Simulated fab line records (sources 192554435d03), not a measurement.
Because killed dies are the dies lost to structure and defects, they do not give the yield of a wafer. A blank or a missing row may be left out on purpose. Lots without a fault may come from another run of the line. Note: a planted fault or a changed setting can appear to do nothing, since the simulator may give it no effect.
Matching of chambers -- flow n5_finfet -- uv_cure-01 running N5_BEOL_M9_CURE_71: 3 sister chambers
The step cures SiCOH lowk, time 240 s. 6 wafers are shown with their chamber, then 12 later ones without.

## WAFERS, EACH WITH ITS CHAMBER
wafer,chamber,wafer_temp_C_max,lamp_power_pct (%)
L081.4,2,388.1,52.27
L081.6,2,388.0,52.39
L088.2,0,388.1,52.26
L088.3,0,386.6,52.37
L086.3,1,386.3,52.33
L086.4,1,386.2,52.33

## WAFERS WHOSE CHAMBER IS MISSING
wafer,wafer_temp_C_max,lamp_power_pct (%)
L090.1,387.4,52.31
L090.2,387.2,52.29
L090.5,386.5,52.32
L091.3,386.7,52.28
L091.4,386.4,52.41
L091.6,386.3,52.28
L095.2,386.3,52.27
L095.3,386.4,52.25
L095.6,386.1,52.40
L097.3,387.6,52.26
L097.4,386.7,52.28
L097.6,387.2,52.28

## WHICH CHAMBER EACH ONE RAN IN
wafer,from the rows above,in truth
L090.1,can't be placed: 0 or 2 or 1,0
L090.2,can't be placed: 0 or 2 or 1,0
L090.5,can't be placed: 1 or 0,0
L091.3,can't be placed: 1 or 0 or 2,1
L091.4,can't be placed: 1 or 0 or 2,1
L091.6,can't be placed: 1 or 0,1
L095.2,can't be placed: 1 or 0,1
L095.3,can't be placed: 1 or 0 or 2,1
L095.6,can't be placed: 1 or 0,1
L097.3,can't be placed: 0 or 2 or 1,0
L097.4,can't be placed: 1 or 0 or 2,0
L097.6,can't be placed: 0 or 2 or 1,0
Placed correctly: 0 of 12. These rows do not allow placing 12 (true chamber among the candidates in 12). Placed wrongly: 0.
How it was worked out, from the rows above alone: a wafer's distance from a chamber is the root of the sum, over the readings, of the square of ((its reading less the chamber's mean) divided by the reading's scatter). The wafer belongs to the nearest chamber; if the next one is less than 2 further off, it can't be placed. The mean given for a chamber averages the wafers shown for that chamber. The scatter: the root of (the sum of the squares of (reading less its chamber's mean) over the shown wafers, divided by (wafers less chambers)).
